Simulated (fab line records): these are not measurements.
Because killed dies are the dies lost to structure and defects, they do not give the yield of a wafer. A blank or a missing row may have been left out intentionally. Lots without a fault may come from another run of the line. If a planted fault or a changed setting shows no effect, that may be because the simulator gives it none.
Matching of chambers    flow n5 finfet    N5_BEOL_M8_STRIP_36 on rie diel-03: 4 sister chambers
The step strips in N2/H2. 8 wafers are shown with their chamber, then 10 later ones without.

## EACH WAFER AND ITS CHAMBER
wafer   chamber  drypump motor current A (A)  showerhead plenum p Torr (Torr)
L082.6  3        5.8                          2.48
L083.1  0        5.9                          2.57
L083.6  1        6.0                          2.46
L088.2  2        5.3                          2.58
L088.3  1        6.0                          2.46
L088.5  0        5.9                          2.57
L089.1  2        5.4                          2.58
L089.2  3        5.8                          2.47

## WAFERS WITHOUT THEIR CHAMBER
wafer   drypump motor current A (A)  showerhead plenum p Torr (Torr)
L089.4  6.0                          2.46
L092.2  5.8                          2.47
L092.4  5.8                          2.57
L092.6  5.8                          2.47
L095.1  5.9                          2.56
L095.3  5.7                          2.47
L095.4  6.0                          2.45
L094.1  5.3                          2.57
L094.4  6.0                          2.45
L094.6  5.9                          2.56

## CHAMBER TAKEN BY EACH
wafer   from the rows above  in truth
L089.4  1                    1
L092.2  3                    3
L092.4  0                    0
L092.6  3                    3
L095.1  0                    0
L095.3  3                    3
L095.4  1                    1
L094.1  2                    2
L094.4  1                    1
L094.6  0                    0
Correctly placed: 10 of 10. Not placeable from these rows: 0. 0 placed wrongly.
How it was worked out, from the rows above alone: a wafer's distance from a chamber is the root of the sum, over the readings, of the square of ((its reading less the chamber's mean) divided by the reading's scatter). If the next closest chamber is less than 2 further off than the closest, the wafer can't be placed; otherwise it belongs to the closest. A chamber's mean is the mean of its shown wafers. The scatter is the square root of a quotient: the sum, over the shown wafers, of each reading's squared deviation from its chamber's mean, divided by wafers minus chambers.
